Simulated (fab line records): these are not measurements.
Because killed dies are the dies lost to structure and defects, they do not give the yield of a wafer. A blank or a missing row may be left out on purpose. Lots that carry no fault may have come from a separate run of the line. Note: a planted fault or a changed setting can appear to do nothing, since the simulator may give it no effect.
Split-lot trial	flow n5_finfet	21 wafers read from 7 lots, route of 1938 steps

## THE SPLIT
At N5_BEOL_M12_SPUTTER_43 (material TaN, target thk 15 nm, time 24.19 s), the setting power_w was moved away from the recipe's 15000 W on 9 of the 21 wafers read, by -16.9% to +11.9%. For the rest of the wafers, this setting stayed at what the recipe calls for.

The reading comes from the split's own step.

## THE READING
TaN_of_BEOL_M12_SPUTTER_43.thk_nm (the simulator's own value, which no gauge read), in nm, at N5_BEOL_M12_SPUTTER_43 (material TaN, target thk 15 nm, time 24.19 s). There is no usual value for it anywhere in the file. The 12 wafers here that ran the recipe average 15.1 nm, standard deviation 0.17 nm.

wafer	tool, chamber at the split	power_w as run, W	against the recipe	TaN_of_BEOL_M12_SPUTTER_43.thk_nm, nm	against lot-mates on the recipe
L075.1	pvd_sputter-03, -	12460	-16.9%	12.2	-2.8
L075.2	pvd_sputter-03, -	15000	recipe	15	-
L075.6	pvd_sputter-03, -	15000	recipe	15	-
L083.1	pvd_sputter-03, -	15000	recipe	15	-
L083.3	pvd_sputter-03, -	12760	-14.9%	13	-2.0
L083.5	pvd_sputter-03, -	12760	-14.9%	12.8	-2.2
L092.1	pvd_sputter-02, -	15000	recipe	15.4	-
L092.3	pvd_sputter-02, -	15000	recipe	15	-
L092.4	pvd_sputter-02, -	14100	-6.0%	14.2	-1.0
L091.1	pvd_sputter-01, -	15000	recipe	15	-
L091.2	pvd_sputter-01, -	14180	-5.5%	14	-1.0
L091.3	pvd_sputter-01, -	14180	-5.5%	14	-1.0
L095.3	pvd_sputter-02, -	15000	recipe	15.2	-
L095.4	pvd_sputter-02, -	16790	+11.9%	17.2	+2.0
L095.5	pvd_sputter-02, -	16790	+11.9%	16.8	+1.6
L096.1	pvd_sputter-03, -	15000	recipe	15.4	-
L096.4	pvd_sputter-03, -	15000	recipe	15	-
L096.5	pvd_sputter-03, -	15000	recipe	15	-
L097.1	pvd_sputter-03, -	15000	recipe	15.2	-
L097.4	pvd_sputter-03, -	15000	recipe	14.8	-
L097.6	pvd_sputter-03, -	13980	-6.8%	14.2	-0.8

FIT RESULTS
A straight line over all 21 wafers: TaN_of_BEOL_M12_SPUTTER_43.thk_nm changes by +0.158 nm for each +1% of power_w; r = +0.99; the points scatter about the line by 0.19 nm.
The same after taking each lot's own level away (the mean of its wafers on the recipe; 21 wafers): +0.151 nm for each +1%; r = +0.99; scatter 0.18 nm.
Per that fit: largest power_w move, reading shift of 2.6 nm.
From 15.00 to 15.20 nm: that is the span of the lots' own levels, equal to 1.2 times the standard deviation above.
Consequently the slope shifts little with the lot-to-lot level, the two slopes agreeing.
Check: -2.49 nm against its lot-mates is what the line predicts for one of the wafers moved furthest among these (-16.9%) when that wafer is left out of the fit. It came out at -2.8 nm against them.

## THESE WAFERS: OTHER SPLITS
Before the reading, these wafers also passed through other splits. Each is held against what the fit with the lots' levels taken away leaves over:
other split on the same wafers	wafers away from the commonest value	r with TaN_of_BEOL_M12_SPUTTER_43.thk_nm (lot level and that fit taken away)
N5_BEOL_M9_TRENCH_ETCH_37 bias_w	11	+0.06
N5_BEOL_M10_ETCH_62 time_s	6	+0.13
N5_BEOL_M11_ILD_DEP_00 time_s	10	-0.15
N5_BEOL_M12_COAT_04 spin_rpm	9	+0.01

## FILE'S OWN FIT
TaN_of_BEOL_M12_SPUTTER_43.thk_nm changes by +0.153 nm for each +1% of power_w, r = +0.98.
